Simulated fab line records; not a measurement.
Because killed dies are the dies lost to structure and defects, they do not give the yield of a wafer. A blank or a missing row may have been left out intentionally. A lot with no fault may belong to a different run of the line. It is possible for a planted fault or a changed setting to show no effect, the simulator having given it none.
fab line records ; flow nandHarc
record lots=12; wafers=36; lastDay=25
route steps=1159 shown P_M1@301 P_M2@326 END@1159
lots untouched by any fault: they come from a run of this same line in which no faults occurred
startH: hours from the record's first day to the start of the lot's first wafer shown ; waitH: hours elapsed since this lot's preceding step ; " as in the row above ; L1.1+2: several wafers, shown together as one row ; - no value present, or no start provided ; * or withheld: withheld ; < > ~ a bound
route shown NAME@n: names a module that has steps shown in the file, with the first one's number in the route ; usual: the fault-free wafers' mean and standard deviation ; same: alike in all rows ; chamber/n: place in a boat ; sites: readings site by site ; _std_site: the standard deviation of these ; _edge_site: mean of outer sites minus mean of inner sites ; radiusMm: for every site, how far away it sits from the centre of the wafer ; mask NAME#n: copy n ; behind: the tool/chamber that last shaped the wafer ; hold: the reason the lot was held/the length of the hold in hours/how it ended ; device: which transistor (n, p or np) failed to switch ; end of line: the route-end tests of the same wafers ; step lacking rows: just its recipe ; killed: dies lost to structure and defects at the first sort, not the wafer's yield ; map: dies across one wafer; x = killed, . = not, _ = none there
set.NAME: the run value of the setting; set.NAME@STEP: its run value at that earlier step ; model.NAME: the simulator's own value behind a step, which no gauge read
one table for each step of the route and one row for each wafer, over a sample of lots
services: the hour from which a tool's chamber was out of use, counted from the record's first day as startH (under 0 if before that day), plus the number of hours and why
## steps
# step NHARC_P_M1_CD_MEAS_16
# usual cdNm=129.9/0.81
lot.wafer;tool;chamber;startH;waitH;cdNm
L485.3;cdSem-02;-;130.71;-;129.5
L485.4;cdSem-02;-;130.71;-;129.8
L485.5;cdSem-02;-;130.71;-;129.7
L486.1;cdSem-03;-;133.92;-;129.4
L486.3;cdSem-03;-;133.92;-;129.1
L486.4;cdSem-03;-;133.92;-;129.1
L488.1;cdSem-01;-;141.16;-;129.6
L488.2;cdSem-01;-;141.16;-;129.5
L488.4;cdSem-01;-;141.16;-;129.3
L490.2;cdSem-02;-;157.04;-;131.0
L490.3;cdSem-02;-;157.04;-;130.3
L490.5;cdSem-02;-;157.04;-;130.5
L491.4;cdSem-01;-;167.34;-;129.6
L491.5;cdSem-01;-;167.34;-;129.2
L491.6;cdSem-01;-;167.34;-;129.5
L492.3;cdSem-02;-;170.95;-;131.4
L492.5;cdSem-02;-;170.95;-;130.7
L492.6;cdSem-02;-;170.95;-;129.8
L493.2;cdSem-01;-;175.40;-;130.0
L493.3;cdSem-01;-;175.40;-;129.3
L493.4;cdSem-01;-;175.40;-;129.1
L496.2;cdSem-03;-;198.12;-;129.6
L496.3;cdSem-03;-;198.12;-;129.1
L496.6;cdSem-03;-;198.12;-;128.5
L500.2;cdSem-03;-;223.78;-;131.2
L500.5;cdSem-03;-;223.78;-;130.2
L500.6;cdSem-03;-;223.78;-;129.9
L503.1;cdSem-03;-;238.39;-;129.6
L503.2;cdSem-03;-;238.39;-;128.7
L503.5;cdSem-03;-;238.39;-;130.0
L504.1;cdSem-03;-;239.33;-;129.7
L504.2;cdSem-03;-;239.33;-;130.2
L504.3;cdSem-03;-;239.33;-;130.7
L506.2;cdSem-01;-;258.08;-;129.7
L506.3;cdSem-01;-;258.08;-;130.0
L506.6;cdSem-01;-;258.08;-;129.8
# step NHARC_P_M1_STRIP_18
# recipe powerW=1000; n2FlowSccm=150; h2FlowSccm=150; arFlowSccm=0; biasW=0; chemistry=N2/H2
# usual drypumpMotorCurrentA=5.8/0.41; oesProductAu=1.004/0.0093; rfVppV=90.8/0.98; showerheadPlenumPTorr=2.05/0.11; throttleValvePct=14.173/0.0097
lot.wafer;tool;chamber;startH;waitH;drypumpMotorCurrentA;oesProductAu;rfHoursCounterH;rfVppV;showerheadPlenumPTorr;throttleValvePct
L485.3;rieDiel-04;1;130.81;0.1;6.6;1.010;0;90.8;1.90;14.182
L485.4;rieDiel-04;2;130.81;0.1;5.8;1.004;0;89.6;1.94;14.160
L485.5;rieDiel-04;1;130.81;0.1;6.5;1.010;-;90.0;1.90;14.181
L486.1;rieDiel-08;3;134.00;0.1;5.6;0.998;0;89.6;1.91;14.161
L486.4;rieDiel-08;0;134.00;0.1;5.9;1.001;0;91.9;2.17;14.177
L486.3;rieDiel-08;2;134.00;0.1;5.3;1.009;0;91.2;2.10;14.181
L488.4;rieDiel-08;3;141.23;0.1;5.6;1.013;0;88.5;1.91;14.161
L488.1;rieDiel-08;1;141.23;0.1;5.6;1.006;0;92.1;2.20;14.181
L488.2;rieDiel-08;2;141.23;0.1;5.3;1.004;0;90.4;2.10;14.173
L490.2;rieDiel-04;2;157.16;0.1;5.8;0.992;2;90.3;1.94;14.157
L490.3;rieDiel-04;3;157.16;0.1;5.1;0.992;2;90.1;2.04;14.179
L490.5;rieDiel-04;1;157.16;0.1;6.5;1.022;-;89.8;1.90;14.168
L491.4;rieDiel-04;2;167.48;0.1;5.8;0.997;3;90.9;1.94;14.174
L491.6;rieDiel-04;3;167.48;0.1;5.1;0.998;-;90.4;2.04;14.163
L491.5;rieDiel-04;0;167.48;0.1;6.0;0.999;-;90.0;2.00;14.166
L492.3;rieDiel-10;2;171.07;0.1;5.3;1.012;12;89.8;2.14;14.165
L492.5;rieDiel-10;0;171.07;0.1;6.2;1.000;-;91.1;2.17;14.174
L492.6;rieDiel-10;1;171.07;0.1;5.7;1.000;-;92.0;2.15;14.172
L493.3;rieDiel-08;3;175.47;0.1;5.6;1.001;1;90.8;1.91;14.175
L493.4;rieDiel-08;0;175.47;0.1;5.9;1.009;1;91.8;2.17;14.175
L493.2;rieDiel-08;2;175.47;0.1;5.3;1.017;1;91.6;2.10;14.190
L496.2;rieDiel-04;3;198.20;0.1;5.1;0.997;5;91.1;2.04;14.185
L496.3;rieDiel-04;2;198.20;0.1;5.8;0.998;5;91.0;1.94;14.172
L496.6;rieDiel-04;0;198.20;0.1;6.0;1.004;-;89.5;2.00;14.179
L500.2;rieDiel-10;3;223.86;0.1;6.2;1.015;3;90.6;1.90;14.166
L500.6;rieDiel-10;3;223.86;0.1;6.2;1.008;-;90.0;1.90;14.169
L500.5;rieDiel-10;0;223.86;0.1;6.2;0.997;-;91.6;2.17;14.170
L503.1;rieDiel-08;2;238.53;0.1;5.3;1.015;3;90.7;2.10;14.178
L503.2;rieDiel-08;3;238.53;0.1;5.6;0.983;2;88.7;1.91;14.165
L503.5;rieDiel-08;1;238.53;0.1;5.6;0.994;-;92.6;2.20;14.187
L504.2;rieDiel-10;2;239.43;0.1;5.3;1.012;4;90.7;2.14;14.173
L504.3;rieDiel-10;3;239.43;0.1;6.2;1.012;3;92.1;1.90;14.161
L504.1;rieDiel-10;0;239.43;0.1;6.2;1.002;4;90.9;2.17;14.157
L506.2;rieDiel-04;0;258.18;0.1;6.0;1.002;8;89.8;2.00;14.188
L506.3;rieDiel-04;2;258.18;0.1;5.8;1.011;9;90.8;1.94;14.179
L506.6;rieDiel-04;0;258.18;0.1;6.0;1.003;-;89.7;2.00;14.176
# step NHARC_P_M1_PVD_20
# recipe targetThkA=50; biasV=168.6; powerW=15000; chamberPressurePa=0.12; timeS=8.06; substrateTempC=50; material=TaN
# usual throttleValvePct=29.4/1
# same timeS=8.06
lot.wafer;tool;chamber;startH;waitH;throttleValvePct
L485.3;pvdSputter-01;-;-;-;31.6
L485.4;pvdSputter-01;-;-;-;30.4
L485.5;pvdSputter-01;-;-;-;31.2
L486.4;pvdSputter-02;-;-;-;28.4
L486.3;pvdSputter-02;-;-;-;27.9
L486.1;pvdSputter-02;-;-;-;28.4
L488.2;pvdSputter-03;-;-;-;30.3
L488.1;pvdSputter-03;-;-;-;28.8
L488.4;pvdSputter-03;-;-;-;29.8
L490.3;pvdSputter-01;-;-;-;30.4
L490.2;pvdSputter-01;-;-;-;29.0
L490.5;pvdSputter-01;-;-;-;30.4
L491.4;pvdSputter-03;-;-;-;29.8
L491.6;pvdSputter-03;-;-;-;28.8
L491.5;pvdSputter-03;-;-;-;29.8
L492.3;pvdSputter-01;-;-;-;31.5
L492.6;pvdSputter-01;-;-;-;29.5
L492.5;pvdSputter-01;-;-;-;29.2
L493.2;pvdSputter-02;-;-;-;28.6
L493.4;pvdSputter-02;-;-;-;28.1
L493.3;pvdSputter-02;-;-;-;28.4
L496.3;pvdSputter-03;-;-;-;29.8
L496.2;pvdSputter-03;-;-;-;29.9
L496.6;pvdSputter-03;-;-;-;30.8
L500.2;pvdSputter-03;-;-;-;28.9
L500.6;pvdSputter-03;-;-;-;31.1
L500.5;pvdSputter-03;-;-;-;28.7
L503.2;pvdSputter-02;-;-;-;29.7
L503.1;pvdSputter-02;-;-;-;28.3
L503.5;pvdSputter-02;-;-;-;28.9
L504.2;pvdSputter-03;-;-;-;31.0
L504.1;pvdSputter-03;-;-;-;29.8
L504.3;pvdSputter-03;-;-;-;30.1
L506.2;pvdSputter-02;-;-;-;28.7
L506.3;pvdSputter-02;-;-;-;29.5
L506.6;pvdSputter-02;-;-;-;28.6
# step NHARC_P_M2_PEB_07
# recipe pebTempC=100; pebTimeS=65
# usual chillPlateTempC=22.99/0.11; heaterPowerTotalW=156.6/0.42; plateTempC=99.99/0.14
lot.wafer;tool;chamber;startH;waitH;chillPlateTempC;heaterPowerTotalW;plateTempC
L485.3;lithoTrack-04;0;134.29;0.0;23.17;157.2;99.93
L485.4;lithoTrack-04;0;134.29;0.0;23.21;156.6;99.90
L485.5;lithoTrack-04;0;134.29;0.0;23.30;156.9;99.91
L486.1;lithoTrack-06;0;137.54;0.1;22.98;156.5;99.94
L486.3;lithoTrack-06;0;137.54;0.1;22.90;156.6;99.92
L486.4;lithoTrack-06;0;137.54;0.1;22.98;157.2;99.91
L488.1;lithoTrack-01;0;144.78;0.1;22.98;156.8;100.21
L488.2;lithoTrack-01;0;144.78;0.1;23.11;157.2;100.27
L488.4;lithoTrack-01;0;144.78;0.1;23.01;156.7;100.14
L490.2;lithoTrack-06;0;160.62;0.1;23.15;156.3;100.13
L490.3;lithoTrack-06;0;160.62;0.1;23.09;156.1;99.99
L490.5;lithoTrack-06;0;160.62;0.1;23.16;157.0;100.12
L491.4;lithoTrack-06;0;170.86;0.0;22.94;156.6;100.03
L491.5;lithoTrack-06;0;170.86;0.0;23.00;156.4;100.08
L491.6;lithoTrack-06;0;170.86;0.0;23.03;156.0;100.09
L492.3;lithoTrack-01;0;174.43;0.0;23.01;156.5;99.73
L492.5;lithoTrack-01;0;174.43;0.0;23.02;157.2;99.87
L492.6;lithoTrack-01;0;174.43;0.0;22.96;157.1;99.97
L493.2;lithoTrack-04;0;178.96;0.1;23.01;157.1;100.06
L493.3;lithoTrack-04;0;178.96;0.1;22.99;155.9;100.08
L493.4;lithoTrack-04;0;178.96;0.1;23.14;156.8;100.05
L496.2;lithoTrack-04;0;201.81;0.1;22.89;161.6;102.28
L496.3;lithoTrack-04;0;201.81;0.1;22.96;161.0;102.22
L496.6;lithoTrack-04;0;201.81;0.1;22.91;160.8;102.14
L500.2;lithoTrack-04;0;227.38;0.1;22.91;161.8;101.97
L500.5;lithoTrack-04;0;227.38;0.1;23.10;161.7;102.00
L500.6;lithoTrack-04;0;227.38;0.1;23.03;161.8;101.92
L503.1;lithoTrack-06;0;242.01;0.1;23.28;156.5;100.07
L503.2;lithoTrack-06;0;242.01;0.1;23.23;156.8;99.95
L503.5;lithoTrack-06;0;242.01;0.1;23.23;156.6;100.22
L504.1;lithoTrack-06;0;243.24;0.1;23.03;156.3;99.64
L504.2;lithoTrack-06;0;243.24;0.1;23.06;156.0;99.73
L504.3;lithoTrack-06;0;243.24;0.1;22.94;157.2;99.85
L506.2;lithoTrack-06;0;261.75;0.1;23.17;156.1;99.85
L506.3;lithoTrack-06;0;261.75;0.1;22.84;156.1;99.80
L506.6;lithoTrack-06;0;261.75;0.1;22.88;156.1;100.14
# step NHARC_P_M2_CD_MEAS_09
# recipe targetCdNm=170; landingEnergyEv=500
# usual cdNm=170.3/0.63
lot.wafer;tool;chamber;startH;waitH;cdNm
L485.3;cdSem-01;0;134.38;-;169.9
L485.4;cdSem-01;0;134.38;-;170.3
L485.5;cdSem-01;0;134.38;-;169.4
L486.1;cdSem-03;0;137.62;-;171.0
L486.3;cdSem-03;0;137.62;-;169.9
L486.4;cdSem-03;0;137.62;-;171.0
L488.1;cdSem-03;0;144.86;-;169.8
L488.2;cdSem-03;0;144.86;-;169.8
L488.4;cdSem-03;0;144.86;-;169.2
L490.2;cdSem-01;0;160.70;-;170.9
L490.3;cdSem-01;0;160.70;-;170.3
L490.5;cdSem-01;0;160.70;-;170.1
L491.4;cdSem-03;0;170.94;-;171.1
L491.5;cdSem-03;0;170.94;-;170.9
L491.6;cdSem-03;0;170.94;-;170.3
L492.3;cdSem-03;0;174.52;-;169.3
L492.5;cdSem-03;0;174.52;-;169.7
L492.6;cdSem-03;0;174.52;-;169.7
L493.2;cdSem-03;0;179.04;-;169.7
L493.3;cdSem-03;0;179.04;-;169.4
L493.4;cdSem-03;0;179.04;-;169.9
L496.2;cdSem-01;0;201.89;-;177.9
L496.3;cdSem-01;0;201.89;-;176.9
L496.6;cdSem-01;0;201.89;-;177.9
L500.2;cdSem-01;0;227.47;-;176.5
L500.5;cdSem-01;0;227.47;-;175.8
L500.6;cdSem-01;0;227.47;-;176.0
L503.1;cdSem-02;0;242.10;-;171.1
L503.2;cdSem-02;0;242.10;-;170.5
L503.5;cdSem-02;0;242.10;-;171.3
L504.1;cdSem-02;0;243.32;-;171.5
L504.2;cdSem-02;0;243.32;-;170.5
L504.3;cdSem-02;0;243.32;-;170.2
L506.2;cdSem-03;0;261.83;-;170.1
L506.3;cdSem-03;0;261.83;-;171.0
L506.6;cdSem-03;0;261.83;-;171.0
# step NHARC_END_SORT_01
# recipe tempC=25
# usual defectLimitedYield=95.5/1.8; killedAtArray=27/11; killedAtOther=0.6/1; killedAtPeriphery=3.0/2.1; killedDies=31/12; killedOpen=3.2/1.7; killedShort=1.7/1.4; sort_bin_2_pct=1.4/0.68; sort_bin_3_pct=0.25/0.2; sort_bin_4_pct=2.9/1.2; sortNPass=646/12; sortRimYieldPct=95.7/2.8; sortYieldPct=95.5/1.8
# same grossDies=677; sort_bin_5_pct[%]=0; sort_bin_6_pct[%]=0; sort_bin_7_pct[%]=0; sort_bin_8_pct[%]=0; sortRimNGross=106.00
lot.wafer;tool;chamber;startH;waitH;defectLimitedYield[%];killedAtArray;killedAtOther;killedAtPeriphery;killedDies;killedOpen;killedShort;sort_bin_2_pct[%];sort_bin_3_pct[%];sort_bin_4_pct[%];sortNPass;sortRimYieldPct[%];sortYieldPct[%]
L506.2;prober-02;0;588.77;2.8;96.8;19;1;2;22;6;1;1.2;0.15;1.9;655;95.3;96.8
L506.3;prober-02;0;589.56;3.1;95.9;23;4;1;28;0;2;1.3;0.44;2.4;649;97.2;95.9
L506.6;prober-02;0;591.92;3.9;95.4;26;3;2;31;6;0;1.5;0;3.1;646;100.0;95.4
# killed by level:class
L506.2 A_CONTACT:geometricParticle:open=4 A_CONTACT:chamberFilmFlake=4 A_CHANNEL_HOLE_D1:chamberFilmFlake=3 A_WL_FILL:chamberFilmFlake=3 A_STAIRCASE:chamberFilmFlake=2 P_CONTACT:geometricParticle:open=1 A_ONON_D1:geometricParticle:open=1 A_BLC:geometricParticle:short=1
L506.3 A_CHANNEL_HOLE_D1:chamberFilmFlake=10 A_CONTACT:chamberFilmFlake=9 THIN_TSV:chamberFilmFlake=4 A_STAIRCASE:chamberFilmFlake=2 P_M2:geometricParticle:short=1 A_CONTACT:geometricParticle:short=1 A_SGD_CUT:chamberFilmFlake=1
L506.6 A_CHANNEL_HOLE_D1:chamberFilmFlake=9 A_CONTACT:chamberFilmFlake=4 A_CONTACT:geometricParticle:open=3 A_STAIRCASE:chamberFilmFlake=3 THIN_TSV:chamberFilmFlake=3 A_ONON_D1:geometricParticle:open=2 P_STI:chamberFilmFlake=2 A_SLIT:chamberFilmFlake=2
## services
tool;chamber;startH;hours;kind
rieDiel-04;-;112.05;9.0;pm
lithoTrack-06;-;117.00;7.0;pm
rieDiel-08;0;117.14;3.6;repair
rieDiel-08;3;118.94;5.0;repair
rieDiel-08;-;124.80;9.0;pm
pvdSputter-02;-;134.85;0.8;repair
rieDiel-10;0;136.45;6.5;repair
lithoTrack-04;-;141.00;7.0;pm
rieDiel-04;0;148.56;4.5;repair
rieDiel-08;3;156.69;13.9;repair
pvdSputter-01;-;158.03;10.0;pm
rieDiel-04;0;161.23;3.2;repair
rieDiel-04;3;172.35;1.7;repair
pvdSputter-03;-;173.10;4.6;repair
rieDiel-10;-;176.50;9.0;pm
rieDiel-08;3;177.34;15.2;repair
rieDiel-04;1;189.69;10.0;repair
rieDiel-08;3;200.52;1.5;repair
rieDiel-10;0;201.79;4.0;repair
rieDiel-10;1;206.42;9.1;repair
pvdSputter-02;-;214.00;10.0;pm
rieDiel-04;3;234.87;9.8;repair
pvdSputter-03;-;247.70;4.4;repair
rieDiel-08;0;249.20;11.1;repair
## key
firstSign step=NHARC_P_M2_PEB_07; reading=plateTempC; direction=up; sigmas=15; usual=*; struck=*
effect step=NHARC_P_M2_PEB_07; reading=heaterPowerTotalW; direction=up; sigmas=11; usual=*; struck=*
effect step=NHARC_P_M2_CD_MEAS_09; reading=cdNm; direction=up; sigmas=11; usual=170.3; struck=176.9; through=controlLoop
metAt NHARC_P_M2_PEB_07
struckLots L496,L500
rowsEnd L496.2,L496.3,L496.6,L500.2,L500.5,L500.6
loopTrim step=NHARC_P_M2_EXPOSE_06; setting=dose; lots=L500
notActingAt NHARC_P_M1_CD_MEAS_16,NHARC_P_M1_STRIP_18,NHARC_P_M1_PVD_20
onsetBetween 178.96 201.81
fault kind=processParameterDrift; tool=lithoTrack-04; chamber=-; onsetH=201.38; steps=NHARC_P_M2_PEB_07; channel=pebTempC; offset=*; shape=step; actsIn=*; stated=*
# rowsEnd: these wafers met a further fault down the route, and their rows from its step on are left out
# loopTrim: a control loop set the setting to another value than it would have without faults
